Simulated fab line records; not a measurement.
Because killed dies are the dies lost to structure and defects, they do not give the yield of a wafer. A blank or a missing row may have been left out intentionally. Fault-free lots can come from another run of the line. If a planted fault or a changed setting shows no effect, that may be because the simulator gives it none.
What tool caused it? | flow n5 finfet | 27 wafers from 9 lots sampled at 7 of the route's 1938 steps

## WHAT EACH GAUGE READ, for each wafer
N5_FIN_SAQP_OCD_MEAS_76. Usual: 119.3 nm for trench depth nm, sd 1.7.
lot  | measured    | on     | trench depth nm (nm) | flag
L377 | day 2 02:50 | ocd-01 | 118.2 120.9 120.0    |
L380 | day 3 03:04 | ocd-01 | 119.3 122.3 121.5    |
L383 | day 3 16:02 | ocd-02 | 119.9 116.6 117.2    |
L387 | day 4 14:53 | ocd-01 | 118.5 119.8 118.9    |
L393 | day 6 04:31 | ocd-01 | 117.3 117.1 117.9    |
L394 | day 6 10:02 | ocd-02 | 119.0 118.8 117.1    |
L395 | day 6 14:33 | ocd-02 | 118.8 120.6 121.1    |
L399 | day 7 14:35 | ocd-01 | 117.2 118.6 117.8    |
L400 | day 7 19:53 | ocd-02 | 122.5 122.2 120.8    |

N5_FIN_SAQP_INSPECT_40: inspects for defects (brightfield). Usual: 233 for raw defect count, sd 72.
lot  | measured    | on                | raw defect count | flag
L377 | day 2 02:52 | defect inspect-01 | 235 301 314      |
L380 | day 3 03:05 | defect inspect-02 | 380 205 340      |
L383 | day 3 16:04 | defect inspect-02 | 258 233 231      |
L387 | day 4 14:55 | defect inspect-01 | 168 192 186      |
L393 | day 6 04:33 | defect inspect-02 | 265 266 202      |
L394 | day 6 10:04 | defect inspect-01 | 191 189 154      |
L395 | day 6 14:35 | defect inspect-01 | 259 1025 141     | OFF
L399 | day 7 14:37 | defect inspect-02 | 286 285 223      |
L400 | day 7 19:55 | defect inspect-02 | 1065 1068 239    | OFF

N5_FIN_CUT_CD_MEAS_08: the cd target is 29.1 nm. Usual: 29.14 nm for cd nm, sd 0.27.
lot  | measured    | on        | cd nm (nm)        | flag
L377 | day 2 03:14 | cd sem-02 | 29.10 29.06 29.35 |
L380 | day 3 03:31 | cd sem-01 | 28.90 28.91 29.26 |
L383 | day 3 16:22 | cd sem-03 | 29.08 29.03 29.61 |
L387 | day 4 15:20 | cd sem-03 | 29.54 29.53 29.18 |
L393 | day 6 04:59 | cd sem-03 | 29.13 29.13 29.16 |
L394 | day 6 10:30 | cd sem-03 | 28.62 28.96 28.57 |
L395 | day 6 14:53 | cd sem-03 | 28.98 29.29 29.37 |
L399 | day 7 15:02 | cd sem-01 | 29.11 29.44 29.72 |
L400 | day 7 20:21 | cd sem-01 | 29.61 29.38 29.34 |

N5_FIN_CUT_INSPECT_10: inspects for defects (brightfield). Usual: 43 for raw defect count, sd 13.
lot  | measured    | on                | raw defect count | flag
L377 | day 2 03:19 | defect inspect-02 | 49 53 67         |
L380 | day 3 03:37 | defect inspect-02 | 60 40 72         |
L383 | day 3 16:27 | defect inspect-02 | 50 33 57         |
L387 | day 4 15:25 | defect inspect-01 | 41 32 31         |
L393 | day 6 05:04 | defect inspect-02 | 41 45 36         |
L394 | day 6 10:35 | defect inspect-02 | 43 50 38         |
L395 | day 6 14:58 | defect inspect-02 | 59 884 28        | OFF
L399 | day 7 15:07 | defect inspect-02 | 38 59 40         |
L400 | day 7 20:26 | defect inspect-01 | 845 852 33       | OFF

N5_BEOL_M4_RC_MEAS_101. Usual: DIBL_N 35.9 mV/V, standard deviation 1.4; DIBL_P 35.9 mV/V, standard deviation 1.7; IOFF_N 0.160 nA/um, standard deviation 0.026; IOFF_P 0.21 nA/um, standard deviation 0.036; ION_N 672 uA/um, standard deviation 11; ION_P 461 uA/um, standard deviation 8.1; SS_N 71.4 mV/dec, standard deviation 0.54; SS_P 73.2 mV/dec, standard deviation 0.67; VT_N 249.3 mV, standard deviation 2.7; VT_P -250 mV, standard deviation 3.9.
lot  | measured     | on        | DIBL_N (mV/V)  | DIBL_P (mV/V)  | IOFF_N (nA/um)    | IOFF_P (nA/um) | ION_N (uA/um) | ION_P (uA/um) | SS_N (mV/dec)  | SS_P (mV/dec)  | VT_N (mV)         | VT_P (mV)      | flag
L377 | day 7 17:38  | prober-01 | 35.5 34.1 34.8 | 35.6 33.7 34.4 | 0.172 0.148 0.159 | 0.26 0.23 0.24 | 685 678 681   | 473 478 474   | 71.3 71.3 71.0 | 73.5 73.0 72.9 | 250.0 248.9 248.9 | -243 -246 -244 |
L380 | day 9 04:48  | prober-02 | 36.3 38.0 36.7 | 36.2 39.1 35.7 | 0.161 0.208 0.169 | 0.22 0.28 0.21 | 674 682 674   | 462 465 454   | 71.1 72.0 71.8 | 74.1 73.7 73.2 | 249.6 246.3 250.4 | -247 -248 -247 |
L383 | day 9 05:35  | prober-01 | 35.8 37.2 35.4 | 37.4 38.3 36.6 | 0.168 0.183 0.158 | 0.24 0.24 0.21 | 689 681 666   | 473 463 459   | 71.4 71.7 70.7 | 73.3 73.6 73.8 | 248.0 246.9 249.3 | -249 -247 -252 |
L387 | day 10 14:10 | prober-02 | 35.7 34.4 33.6 | 35.9 34.8 33.0 | 0.157 0.137 0.122 | 0.21 0.20 0.17 | 667 666 648   | 456 463 452   | 71.3 70.3 71.2 | 73.0 73.0 71.8 | 250.1 248.8 253.3 | -247 -248 -251 |
L393 | day 12 01:50 | prober-01 | 36.9 35.4 35.4 | 35.9 34.5 34.0 | 0.178 0.158 0.147 | 0.21 0.20 0.18 | 678 664 662   | 461 453 445   | 72.2 72.0 71.9 | 73.9 72.6 73.1 | 247.4 249.4 252.3 | -249 -252 -254 |
L394 | day 11 21:24 | prober-02 | 37.7 38.6 36.4 | 38.0 38.5 36.7 | 0.194 0.223 0.178 | 0.29 0.30 0.26 | 690 675 681   | 478 467 474   | 71.5 71.7 71.2 | 73.4 74.1 72.9 | 245.4 243.9 244.9 | -244 -244 -244 |
L395 | day 12 12:24 | prober-01 | 37.8 34.7 37.3 | 38.4 34.8 38.4 | 0.207 0.137 0.178 | 0.23 0.18 0.23 | 679 658 672   | 458 456 459   | 72.8 71.4 72.2 | 73.4 72.3 74.3 | 246.9 250.4 245.6 | -248 -252 -248 |
L399 | day 13 21:41 | prober-01 | 36.2 35.4 34.2 | 37.0 37.1 34.5 | 0.186 0.171 0.136 | 0.23 0.22 0.18 | 670 690 660   | 458 465 451   | 72.1 71.6 71.1 | 73.9 74.4 72.8 | 245.1 248.0 251.7 | -248 -250 -253 |
L400 | day 14 04:16 | prober-02 | 36.1 35.0 38.2 | 36.2 35.4 39.4 | 0.149 0.136 0.190 | 0.18 0.17 0.24 | 665 678 675   | 456 459 462   | 71.0 70.9 71.5 | 72.9 73.7 74.2 | 252.6 253.1 249.5 | -253 -255 -248 |

## TOOL THAT RAN EACH LOT (tool first, then ch and the chambers of the sampled wafers, then the start)
lot  | N5_FIN_SAQP_RECESS_75             | N5_FIN_SAQP_SPACER2_ETCHBACK_29
L377 | vapor etch-01 ch 0,1, day 1 23:25 | rie diel-01 ch 0,2,3, day 2 02:05
L380 | vapor etch-01 ch 0,1, day 2 18:59 | rie diel-06 ch 0,2,3, day 3 02:13
L383 | vapor etch-02 ch 0,1, day 3 12:25 | rie diel-06 ch 1,2,3, day 3 15:17
L387 | vapor etch-02 ch 0,1, day 4 11:07 | rie diel-05 ch 1,2,3, day 4 14:07
L393 | vapor etch-02 ch 0,1, day 5 23:55 | rie diel-01 ch 0,3, day 6 03:45
L394 | vapor etch-01 ch 0,1, day 6 06:31 | rie diel-05 ch 0,3, day 6 09:17
L395 | vapor etch-01 ch 0,1, day 6 10:32 | rie diel-01 ch 1,2,3, day 6 13:45
L399 | vapor etch-02 ch 1, day 7 10:58   | rie diel-01 ch 0,2,3, day 7 13:49
L400 | vapor etch-01 ch 0,1, day 7 15:41 | rie diel-06 ch 0,1,2, day 7 19:04
- N5_FIN_SAQP_RECESS_75: chemistry HF/NH3, target SiO2, target depth 14.4 nm, afs cycles 3, sublimation time 60 s.
- N5_FIN_SAQP_SPACER2_ETCHBACK_29: etches SiO2 in CHF3/O2, target depth 12.2 nm, time 6.1 s.

## WHAT THE TOOLS THEMSELVES READ (means of the sampled wafers that have a number; where no wafer has one, the mark that the record gives instead)
N5_FIN_SAQP_RECESS_75. Usual: 5.9 A for drypump motor current A, sd 0.35.
lot  | tool          | drypump motor current A (A) | flag
L377 | vapor etch-01 | 5.5                         |
L380 | vapor etch-01 | 5.5                         |
L383 | vapor etch-02 | 6.2                         |
L387 | vapor etch-02 | 6.1                         |
L393 | vapor etch-02 | 6.1                         |
L394 | vapor etch-01 | 5.5                         |
L395 | vapor etch-01 | 5.5                         |
L399 | vapor etch-02 | 6.0                         |
L400 | vapor etch-01 | 5.5                         |

N5_FIN_SAQP_SPACER2_ETCHBACK_29. Usual: CHF3_flow_sccm 49.99 sccm, standard deviation 0.16; drypump motor current A 5.7 A, standard deviation 0.43; oes product au 0.75 a.u., standard deviation 0.054; rf vpp V 522 V, standard deviation 7.8; showerhead plenum p Torr 2.39 Torr, standard deviation 0.095; throttle valve pct 18.97 %, standard deviation 0.17.
lot  | tool        | CHF3_flow_sccm (sccm) | drypump motor current A (A) | oes product au (a.u.) | rf vpp V (V) | showerhead plenum p Torr (Torr) | throttle valve pct (%) | flag
L377 | rie diel-01 | 49.99                 | 5.7                         | 0.78                  | 524          | 2.45                            | 18.76                  |
L380 | rie diel-06 | 49.96                 | 5.8                         | 0.79                  | 527          | 2.45                            | 18.85                  |
L383 | rie diel-06 | 50.05                 | 5.7                         | 0.77                  | 528          | 2.41                            | 18.99                  |
L387 | rie diel-05 | 49.93                 | 5.7                         | 0.71                  | 518          | 2.34                            | 19.07                  |
L393 | rie diel-01 | 49.86                 | 5.4                         | 0.76                  | 525          | 2.41                            | 18.81                  |
L394 | rie diel-05 | 49.84                 | 5.2                         | 0.75                  | 515          | 2.29                            | 19.07                  |
L395 | rie diel-01 | 49.92                 | 5.9                         | 0.71                  | 521          | 2.42                            | 18.94                  |
L399 | rie diel-01 | 50.08                 | 5.7                         | 0.74                  | 525          | 2.43                            | 18.81                  |
L400 | rie diel-06 | 50.05                 | 5.8                         | 0.73                  | 523          | 2.39                            | 19.01                  |

## THE ANSWER, worked out from the rows above alone
Rule: a lot counts as off when the mean over its wafers that have a number is more than 3 standard deviations away from the usual mean. A lot without any number at a reading at which 4 lots or more have one is off too. All remaining lots with rows at the step are treated as sound. Order of review: gauges by route order, followed by the tools' own readings, for which a lot's mean as printed above is used. At the first step where some lot is off, the reading lying furthest off is the one used; lots without a number count as furthest.
Off: L395, L400, at N5_FIN_SAQP_INSPECT_40 (raw defect count).
If a tool, at a process step before that reading, ran all the lots that are off and no sound lot after the first of them, it fits. Those tools and the gauges at N5_FIN_SAQP_INSPECT_40 are tried in the same way. One fits: vapor etch-01 at N5_FIN_SAQP_RECESS_75. A fault onset in the window from L394 (day 6 06:31, its last sound lot) to L395 (day 6 10:32, its first lot off) fits.

## WHAT THE SIMULATOR HAD INSERTED
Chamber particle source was vapor etch-01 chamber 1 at N5_FIN_SAQP_RECESS_75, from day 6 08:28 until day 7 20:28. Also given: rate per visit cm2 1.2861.
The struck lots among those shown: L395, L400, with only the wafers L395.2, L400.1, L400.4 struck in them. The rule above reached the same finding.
